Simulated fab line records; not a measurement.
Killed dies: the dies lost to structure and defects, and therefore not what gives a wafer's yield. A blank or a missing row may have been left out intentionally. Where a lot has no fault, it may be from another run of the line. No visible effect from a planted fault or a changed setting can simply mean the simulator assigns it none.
fab line records | flow nand_harc
record: lots: 12 | wafers: 36 | last_day: 31
route steps=1302 shown A_CONTACT@1011 END@1302
lots that met no fault: taken from a fault-free run of the same line
start_h: start of the lot's first displayed wafer, in hours after the record's first day | wait_h: how many hours have passed since the lot's step before this one | " repeats the value in the row above | L1.1+2: a row that stands for several wafers | - no value, or no start was given | * or withheld: withheld | < > ~ a bound
route shown NAME@n: names a module that has steps shown in the file, with the first one's number in the route | usual: mean/standard deviation of fault-free wafers | same: alike in all rows | chamber/n: place in a boat | sites: per-site readings | _std_site: the values' standard deviation | _edge_site: the outer-site mean with the inner-site mean subtracted | radius_mm: for every site, how far away it sits from the centre of the wafer | mask NAME#n: copy n | behind: the most recent tool/chamber to have shaped the wafer | hold: reason for holding the lot/hours on hold/outcome of the hold | device: transistor that didn't switch, given as n, p or np | end of line: the route-end tests of the same wafers | a step with no rows: only its recipe | killed: at the first sort, the dies lost to defects and structure; wafer yield is something else | map: shows each die of a wafer: x if killed, . if not, _ if none is there
set.NAME: the setting that was run; set.NAME@STEP: the one run at that earlier step | model.NAME: the simulator's own value behind a step, which no gauge read
one table for each step of the route and one row for each wafer, over a sample of lots
services: the hour from which a tool's chamber was out of use, counted from the record's first day as start_h (under 0 if before that day), plus the number of hours and why
== steps ==
step: NHARC_A_CONTACT_ETCH_117
recipe: source_w: withheld | pressure_mtorr: 20 | bias_v: 3000 | time_s: 190 | target_depth_a: 18500 | ar_flow_sccm: withheld | c4f8_flow_sccm: withheld | o2_flow_sccm: withheld | chemistry: C4F8/O2/Ar
usual: run_length_s: 190/0
lot.wafer | tool            | chamber | start_h | wait_h | rf_hours_counter_h | run_length_s
L248.4    | har_cap_etch-03 | 0       | 511.43  | 0.1    | -                  | 190
L248.6    | "               | 0       | "       | "      | -                  | 190
L248.5    | "               | 1       | "       | "      | -                  | 190
L249.3    | har_cap_etch-02 | 1       | 511.78  | 0.1    | -                  | 190
L249.4    | "               | 0       | "       | "      | -                  | 190
L249.5    | "               | 0       | "       | "      | -                  | 190
L250.3    | har_cap_etch-01 | 1       | 525.03  | 0.1    | -                  | 190
L250.4    | "               | 0       | "       | "      | -                  | 190
L250.5    | "               | 0       | "       | "      | -                  | 190
L252.2    | har_cap_etch-03 | 0       | 529.31  | 0.1    | 46                 | 190
L252.4    | "               | 0       | "       | "      | -                  | 190
L252.3    | "               | 1       | "       | "      | -                  | 190
L253.1    | har_cap_etch-02 | 0       | 529.85  | 0.1    | 84                 | 190
L253.4    | "               | 1       | "       | "      | -                  | 190
L253.5    | "               | 1       | "       | "      | -                  | 190
L255.2    | har_cap_etch-01 | 0       | 558.70  | 0.1    | 11                 | 190
L255.3    | "               | 0       | "       | "      | -                  | 190
L255.6    | "               | 0       | "       | "      | -                  | 190
L254.1    | har_cap_etch-03 | 1       | 559.59  | 0.1    | 52                 | 190
L254.3    | "               | 1       | "       | "      | -                  | 190
L254.6    | "               | 1       | "       | "      | -                  | 190
L256.1    | har_cap_etch-03 | 1       | 572.77  | 0.1    | 55                 | 190
L256.2    | "               | 0       | "       | "      | 55                 | 190
L256.5    | "               | 0       | "       | "      | -                  | 190
L258.3    | har_cap_etch-02 | 0       | 592.18  | 0.1    | -                  | 190
L258.4    | "               | 1       | "       | "      | -                  | 190
L258.5    | "               | 0       | "       | "      | -                  | 190
L260.1    | har_cap_etch-01 | 0       | 601.56  | 0.1    | 20                 | 190
L260.2    | "               | 1       | "       | "      | 20                 | 190
L260.5    | "               | 0       | "       | "      | -                  | 190
L264.1    | har_cap_etch-01 | 0       | 660.65  | 0.1    | 31                 | 190
L264.4    | "               | 1       | "       | "      | -                  | 190
L264.5    | "               | 0       | "       | "      | -                  | 190
L267.1    | har_cap_etch-02 | 0       | 686.27  | 0.1    | 113                | 190
L267.2    | "               | 1       | "       | "      | 113                | 190
L267.4    | "               | 0       | "       | "      | -                  | 190
step: NHARC_A_CONTACT_ETCH_119
recipe: source_w: withheld | pressure_mtorr: 20 | bias_v: 3000 | time_s: 190 | target_depth_a: 18500 | ar_flow_sccm: withheld | c4f8_flow_sccm: withheld | o2_flow_sccm: withheld | chemistry: C4F8/O2/Ar
usual: run_length_s: 190/0
lot.wafer | tool            | chamber | start_h | wait_h | rf_hours_counter_h | run_length_s
L248.4    | har_cap_etch-03 | 0       | 511.78  | 0.1    | -                  | 190
L248.6    | "               | 0       | "       | "      | -                  | 190
L248.5    | "               | 1       | "       | "      | -                  | 190
L249.3    | har_cap_etch-02 | 1       | 512.12  | 0.1    | -                  | 190
L249.4    | "               | 0       | "       | "      | -                  | 190
L249.5    | "               | 0       | "       | "      | -                  | 190
L250.3    | har_cap_etch-01 | 1       | 525.37  | 0.1    | -                  | 190
L250.4    | "               | 0       | "       | "      | -                  | 190
L250.5    | "               | 0       | "       | "      | -                  | 190
L252.2    | har_cap_etch-03 | 0       | 529.65  | 0.1    | 46                 | 190
L252.4    | "               | 0       | "       | "      | -                  | 190
L252.3    | "               | 1       | "       | "      | -                  | 190
L253.1    | har_cap_etch-02 | 0       | 530.20  | 0.1    | 84                 | 190
L253.4    | "               | 1       | "       | "      | -                  | 190
L253.5    | "               | 1       | "       | "      | -                  | 190
L255.2    | har_cap_etch-01 | 0       | 559.04  | 0.1    | 12                 | 190
L255.3    | "               | 0       | "       | "      | -                  | 190
L255.6    | "               | 0       | "       | "      | -                  | 190
L254.1    | har_cap_etch-03 | 1       | 559.92  | 0.1    | 53                 | 190
L254.3    | "               | 1       | "       | "      | -                  | 190
L254.6    | "               | 1       | "       | "      | -                  | 190
L256.1    | har_cap_etch-03 | 1       | 573.11  | 0.1    | 55                 | 190
L256.2    | "               | 0       | "       | "      | 55                 | 190
L256.5    | "               | 0       | "       | "      | -                  | 190
L258.3    | har_cap_etch-02 | 0       | 592.52  | 0.1    | -                  | 190
L258.4    | "               | 1       | "       | "      | -                  | 190
L258.5    | "               | 0       | "       | "      | -                  | 190
L260.1    | har_cap_etch-01 | 0       | 601.90  | 0.1    | 20                 | 190
L260.2    | "               | 1       | "       | "      | 20                 | 190
L260.5    | "               | 0       | "       | "      | -                  | 190
L264.1    | har_cap_etch-01 | 0       | 661.00  | 0.1    | 31                 | 190
L264.4    | "               | 1       | "       | "      | -                  | 190
L264.5    | "               | 0       | "       | "      | -                  | 190
L267.1    | har_cap_etch-02 | 0       | 686.61  | 0.1    | 113                | 190
L267.2    | "               | 1       | "       | "      | 113                | 190
L267.4    | "               | 0       | "       | "      | -                  | 190
step: NHARC_A_CONTACT_ETCH_120
recipe: source_w: withheld | pressure_mtorr: 20 | bias_v: 3000 | time_s: 190 | target_depth_a: 18500 | ar_flow_sccm: withheld | c4f8_flow_sccm: withheld | o2_flow_sccm: withheld | chemistry: C4F8/O2/Ar
usual: run_length_s: 190/0
lot.wafer | tool            | chamber | start_h | wait_h | rf_hours_counter_h | run_length_s
L248.4    | har_cap_etch-03 | 0       | 511.95  | 0.1    | -                  | 190
L248.6    | "               | 0       | "       | "      | -                  | 190
L248.5    | "               | 1       | "       | "      | -                  | 190
L249.3    | har_cap_etch-02 | 1       | 512.29  | 0.1    | -                  | 190
L249.4    | "               | 0       | "       | "      | -                  | 190
L249.5    | "               | 0       | "       | "      | -                  | 190
L250.3    | har_cap_etch-01 | 1       | 525.54  | 0.1    | -                  | 190
L250.4    | "               | 0       | "       | "      | -                  | 190
L250.5    | "               | 0       | "       | "      | -                  | 190
L252.2    | har_cap_etch-03 | 0       | 529.83  | 0.1    | 46                 | 190
L252.4    | "               | 0       | "       | "      | -                  | 190
L252.3    | "               | 1       | "       | "      | -                  | 190
L253.1    | har_cap_etch-02 | 0       | 530.37  | 0.1    | 84                 | 190
L253.4    | "               | 1       | "       | "      | -                  | 190
L253.5    | "               | 1       | "       | "      | -                  | 190
L255.2    | har_cap_etch-01 | 0       | 559.21  | 0.1    | 12                 | 190
L255.3    | "               | 0       | "       | "      | -                  | 190
L255.6    | "               | 0       | "       | "      | -                  | 190
L254.1    | har_cap_etch-03 | 1       | 560.10  | 0.1    | 53                 | 190
L254.3    | "               | 1       | "       | "      | -                  | 190
L254.6    | "               | 1       | "       | "      | -                  | 190
L256.1    | har_cap_etch-03 | 1       | 573.28  | 0.1    | 55                 | 190
L256.2    | "               | 0       | "       | "      | 55                 | 190
L256.5    | "               | 0       | "       | "      | -                  | 190
L258.3    | har_cap_etch-02 | 0       | 592.69  | 0.1    | -                  | 190
L258.4    | "               | 1       | "       | "      | -                  | 190
L258.5    | "               | 0       | "       | "      | -                  | 190
L260.1    | har_cap_etch-01 | 0       | 602.07  | 0.1    | 20                 | 190
L260.2    | "               | 1       | "       | "      | 20                 | 190
L260.5    | "               | 0       | "       | "      | -                  | 190
L264.1    | har_cap_etch-01 | 0       | 661.17  | 0.1    | 31                 | 190
L264.4    | "               | 1       | "       | "      | -                  | 190
L264.5    | "               | 0       | "       | "      | -                  | 190
L267.1    | har_cap_etch-02 | 0       | 686.78  | 0.1    | 114                | 190
L267.2    | "               | 1       | "       | "      | 114                | 190
L267.4    | "               | 0       | "       | "      | -                  | 190
step: NHARC_A_CONTACT_ETCH_96
recipe: target_depth_a: 200 | over_etch_frac: 0.5 | time_s: 10 | ion_energy_ev: 250 | c4f6_flow_sccm: 25 | o2_flow_sccm: 20 | ar_flow_sccm: 500 | rf_w: 600 | bias_w: 500 | chemistry: C4F6/O2
usual: c4f6_flow_sccm: 24.99/0.078 | drypump_motor_current_A: 5.5/0.53 | oes_product_au: 0.966/0.023 | rf_fwd_power_W: 588/3.1 | rf_vpp_V: 546/3.3 | run_length_s: 31.2/0.39 | showerhead_plenum_p_Torr: 3.90/0.16 | throttle_valve_pct: 26.903/0.01
lot.wafer | tool        | chamber | start_h | wait_h | c4f6_flow_sccm | drypump_motor_current_A | oes_product_au | rf_fwd_power_W | rf_hours_counter_h | rf_vpp_V | run_length_s | showerhead_plenum_p_Torr | throttle_valve_pct
L248.4    | rie_diel-04 | 1       | 513.51  | -      | 25.06          | 4.8                     | 0.946          | 593            | 54                 | 546      | 31.3         | 3.85                     | 26.882
L248.6    | "           | 3       | "       | "      | 25.11          | 5.9                     | 0.933          | 590            | -                  | 546      | 31.5         | 3.85                     | 26.914
L248.5    | "           | 0       | "       | "      | 25.02          | 4.9                     | 0.950          | 590            | -                  | 550      | 31.5         | 4.05                     | 26.900
L249.3    | rie_diel-04 | 1       | 513.87  | -      | 24.90          | 4.8                     | 0.941          | 589            | 54                 | 545      | 31.1         | 3.85                     | 26.880
L249.4    | "           | 0       | "       | "      | 25.08          | 4.9                     | 0.948          | 590            | 54                 | 550      | 31.7         | 4.05                     | 26.887
L249.5    | "           | 2       | "       | "      | 25.02          | 6.3                     | 0.965          | 590            | -                  | 552      | 31.0         | 4.12                     | 26.918
L250.3    | rie_diel-07 | 2       | 528.03  | -      | 24.96          | 5.4                     | 0.994          | 587            | 7                  | 547      | 31.7         | 3.92                     | 26.896
L250.4    | "           | 3       | "       | "      | 25.02          | 5.1                     | 0.969          | 592            | 8                  | 546      | 31.1         | 3.88                     | 26.898
L250.5    | "           | 2       | "       | "      | 24.95          | 5.4                     | 1.006          | 590            | -                  | 547      | 31.7         | 3.92                     | 26.906
L252.2    | rie_diel-04 | 2       | 531.69  | -      | 24.91          | 6.3                     | 0.973          | 588            | 54                 | 549      | 30.9         | 4.12                     | 26.896
L252.4    | "           | 3       | "       | "      | 24.92          | 5.9                     | 0.956          | 588            | 56                 | 545      | 30.8         | 3.85                     | 26.910
L252.3    | "           | 0       | "       | "      | 25.02          | 4.9                     | 0.963          | 590            | 59                 | 549      | 31.7         | 4.05                     | 26.900
L253.1    | rie_diel-07 | 1       | 532.01  | -      | 24.99          | 5.8                     | 1.015          | 585            | 7                  | 541      | 31.5         | 3.64                     | 26.903
L253.4    | "           | 3       | "       | "      | 25.30          | 5.1                     | 0.995          | 591            | 9                  | 546      | 31.2         | 3.88                     | 26.894
L253.5    | "           | 0       | "       | "      | 25.00          | 4.8                     | 0.994          | 585            | -                  | 548      | 30.6         | 4.07                     | 26.915
L255.2    | rie_diel-13 | 1       | 560.83  | -      | 25.04          | 5.7                     | 1.002          | 586            | 10                 | 546      | 31.2         | 3.86                     | 26.909
L255.3    | "           | 2       | "       | "      | 25.01          | 5.1                     | 1.018          | 587            | 8                  | 542      | 31.0         | 3.69                     | 26.896
L255.6    | "           | 1       | "       | "      | 24.97          | 5.7                     | 1.001          | 586            | -                  | 545      | 31.2         | 3.86                     | 26.892
L254.3    | rie_diel-07 | 2       | 561.69  | -      | 25.03          | 5.4                     | 0.958          | 591            | 14                 | 547      | 31.7         | 3.91                     | 26.908
L254.1    | "           | 3       | "       | "      | 25.05          | 5.1                     | 0.948          | 590            | 15                 | 546      | 31.5         | 3.88                     | 26.913
L254.6    | "           | 1       | "       | "      | 25.01          | 5.8                     | 0.976          | 588            | -                  | 542      | 31.2         | 3.64                     | 26.895
L256.2    | rie_diel-13 | 1       | 574.90  | -      | 24.94          | 5.7                     | 0.949          | 585            | 17                 | 545      | 31.2         | 3.86                     | 26.906
L256.1    | "           | 2       | "       | "      | 24.94          | 5.1                     | 0.957          | 583            | 15                 | 542      | 31.1         | 3.69                     | 26.887
L256.5    | "           | 0       | "       | "      | 25.08          | 5.9                     | 0.962          | 587            | -                  | 542      | 31.0         | 3.71                     | 26.876
L258.4    | rie_diel-04 | 1       | 594.29  | -      | 24.95          | 4.8                     | 0.980          | 588            | 15                 | 545      | 31.3         | 3.84                     | 26.884
L258.3    | "           | 2       | "       | "      | 25.05          | 6.3                     | 0.970          | 587            | 15                 | 550      | 31.7         | 4.11                     | 26.886
L258.5    | "           | 2       | "       | "      | 25.16          | 6.3                     | 0.967          | 590            | -                  | 551      | 31.0         | 4.11                     | 26.901
L260.1    | rie_diel-07 | 0       | 603.69  | -      | 24.96          | 4.8                     | 0.946          | 586            | 20                 | 548      | 31.0         | 4.07                     | 26.905
L260.2    | "           | 1       | "       | "      | 25.08          | 5.8                     | 0.965          | 590            | 20                 | 539      | 31.8         | 3.64                     | 26.914
L260.5    | "           | 3       | "       | "      | 24.93          | 5.1                     | 0.944          | 592            | -                  | 546      | 30.9         | 3.88                     | 26.907
L264.1    | rie_diel-07 | 3       | 662.80  | -      | 24.99          | 5.1                     | 0.969          | -              | 2                  | 546      | 27.1         | 3.87                     | 26.895
L264.4    | "           | 0       | "       | "      | 24.91          | 4.8                     | 1.005          | -              | 0                  | 550      | 26.4         | 4.06                     | 26.925
L264.5    | "           | 3       | "       | "      | 25.00          | 5.0                     | 0.957          | -              | -                  | 545      | 27.2         | 3.87                     | 26.907
L267.2    | rie_diel-07 | 2       | 688.40  | -      | 25.08          | 5.4                     | 0.983          | -              | 5                  | 545      | 27.8         | 3.90                     | 26.909
L267.4    | "           | 0       | "       | "      | 24.93          | 4.8                     | 0.950          | -              | 3                  | 549      | 27.2         | 4.06                     | 26.883
L267.1    | "           | 1       | "       | "      | 24.99          | 5.8                     | 0.967          | -              | 5                  | 554      | 27.4         | 4.22                     | 26.916
step: NHARC_END_SORT_01
recipe: temp_c: 25
usual: killed_at_array: 52/16 | killed_at_other: 0.8/0.98 | killed_at_periphery: 4.2/2.9 | killed_dies: 57/16 | killed_open: 3.3/1.9 | killed_short: 2.5/1.5
same: gross_dies: 677
lot.wafer | tool      | chamber | start_h | wait_h | killed_at_array | killed_at_other | killed_at_periphery | killed_dies | killed_open | killed_short
L264.1    | prober-02 | 0       | 726.40  | 2.5    | 667             | 1               | 9                   | 677         | 1           | 2
L264.4    | prober-02 | 0       | 728.81  | 3.4    | 670             | 1               | 6                   | 677         | 4           | 4
L264.5    | prober-02 | 0       | 729.61  | 3.7    | 669             | 2               | 6                   | 677         | 7           | 1
L267.1    | prober-01 | 0       | 751.44  | 2.5    | 670             | 0               | 7                   | 677         | 1           | 4
L267.2    | prober-01 | 0       | 752.25  | 2.8    | 670             | 1               | 6                   | 677         | 2           | 2
L267.4    | prober-01 | 0       | 753.87  | 3.4    | 673             | 0               | 4                   | 677         | 2           | 0
killed by level:class
L264.1 A_CONTACT:area_etch=593 A_CHANNEL_HOLE_D1:chamber_film_flake=32 A_SLIT:chamber_film_flake=32 P_M2:chamber_film_flake=4 A_CONTACT:chamber_film_flake=4 P_STI:chamber_film_flake=2 P_GATE:chamber_film_flake=2 A_DECK1_JOINT:chamber_film_flake=2
L264.4 A_CONTACT:area_etch=612 A_SLIT:chamber_film_flake=24 A_CHANNEL_HOLE_D1:chamber_film_flake=14 A_CONTACT:chamber_film_flake=8 P_M2:chamber_film_flake=3 A_STAIRCASE:chamber_film_flake=3 P_CONTACT:geometric_particle:open=1 A_CHANNEL_HOLE_D1:geometric_particle:open=1
L264.5 A_CONTACT:area_etch=597 A_SLIT:chamber_film_flake=33 A_CHANNEL_HOLE_D1:chamber_film_flake=30 THIN_TSV:chamber_film_flake=2 P_GATE:geometric_particle:short=1 P_M0:geometric_particle:open=1 P_BONDPAD:geometric_particle:open=1 A_ONON_D1:geometric_particle:open=1
L267.1 A_CONTACT:area_etch=634 A_CHANNEL_HOLE_D2:chamber_film_flake=17 A_CHANNEL_HOLE_D1:chamber_film_flake=6 P_GATE:chamber_film_flake=4 A_SLIT:chamber_film_flake=4 A_WL_FILL:chamber_film_flake=3 P_STI:chamber_film_flake=2 P_M1:geometric_particle:short=1
L267.2 A_CONTACT:area_etch=622 A_CHANNEL_HOLE_D2:chamber_film_flake=29 A_SLIT:chamber_film_flake=7 A_CHANNEL_HOLE_D1:chamber_film_flake=6 P_STI:chamber_film_flake=2 P_GATE:chamber_film_flake=2 A_WL_FILL:chamber_film_flake=2 A_CONTACT:chamber_film_flake=2
L267.4 A_CONTACT:area_etch=615 A_CHANNEL_HOLE_D2:chamber_film_flake=30 A_CHANNEL_HOLE_D1:chamber_film_flake=11 P_GATE:chamber_film_flake=4 A_SLIT:chamber_film_flake=4 A_WL_FILL:chamber_film_flake=4 A_CONTACT:chamber_film_flake=4 A_STAIRCASE:chamber_film_flake=2
== services ==
tool            | chamber | start_h | hours | kind
har_cap_etch-01 | -       | 497.00  | 17.0  | pm
har_cap_etch-01 | 0       | 497.00  | 17.0  | vent_cycle
har_cap_etch-01 | 1       | 497.00  | 17.0  | vent_cycle
rie_diel-07     | 0       | 504.80  | -     | clean
rie_diel-07     | 1       | 504.80  | -     | clean
rie_diel-07     | 2       | 504.80  | -     | clean
rie_diel-07     | 3       | 504.80  | -     | clean
har_cap_etch-01 | 0       | 514.00  | -     | clean
har_cap_etch-01 | 0       | 514.00  | -     | consumable_replace:focus_ring
har_cap_etch-01 | 1       | 514.00  | -     | clean
rie_diel-13     | -       | 521.84  | 9.0   | pm
rie_diel-07     | 0       | 529.33  | -     | clean
rie_diel-07     | 1       | 529.33  | -     | clean
rie_diel-07     | 2       | 529.33  | -     | clean
rie_diel-07     | 3       | 529.33  | -     | clean
rie_diel-04     | -       | 531.98  | 9.0   | pm
rie_diel-07     | 0       | 553.83  | -     | clean
rie_diel-07     | 1       | 553.83  | -     | clean
rie_diel-07     | 2       | 553.83  | -     | clean
rie_diel-07     | 3       | 553.83  | -     | clean
rie_diel-07     | 0       | 578.35  | -     | clean
rie_diel-07     | 2       | 620.37  | 1.4   | repair
rie_diel-07     | -       | 648.30  | 9.0   | pm
rie_diel-04     | -       | 666.79  | 1.2   | repair
== key ==
first_sign: step: NHARC_A_CONTACT_ETCH_96 | reading: run_length_s | direction: down | sigmas: 10 | usual: * | struck: *
effect: step: NHARC_END_SORT_01 | reading: killed_at_array | direction: up | sigmas: 39 | usual: 52 | struck: 670
more_kills_born_at: NHARC_A_CONTACT_ETCH_96@rie_diel-07: 3673
met_at NHARC_A_CONTACT_ETCH_96
struck_lots L264,L267
later_rows_left_out L264.1,L264.4,L264.5,L267.1,L267.2,L267.4
tester_left_out L264,L267
not_acting_at NHARC_A_CONTACT_ETCH_117,NHARC_A_CONTACT_ETCH_119,NHARC_A_CONTACT_ETCH_120
onset_between 603.69 662.80
fault: kind: process_parameter_drift | tool: rie_diel-07 | chamber: - | onset_h: 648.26 | steps: NHARC_A_CONTACT_ETCH_96 | channel: time_s | offset: * | shape: step | end_h: 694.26 | acts_in: * | stated: *
tester_left_out: of these lots the tester's yield and bins aren't shown, on N5 and GAA mostly nor the transistor test; their killed dies are dies lost to structure and defects alone, not to doping, threshold or leakage, so they don't give the yield
later_rows_left_out: the simulator's readings of these wafers behind a module that went badly wrong aren't trusted and aren't shown, but for the sort
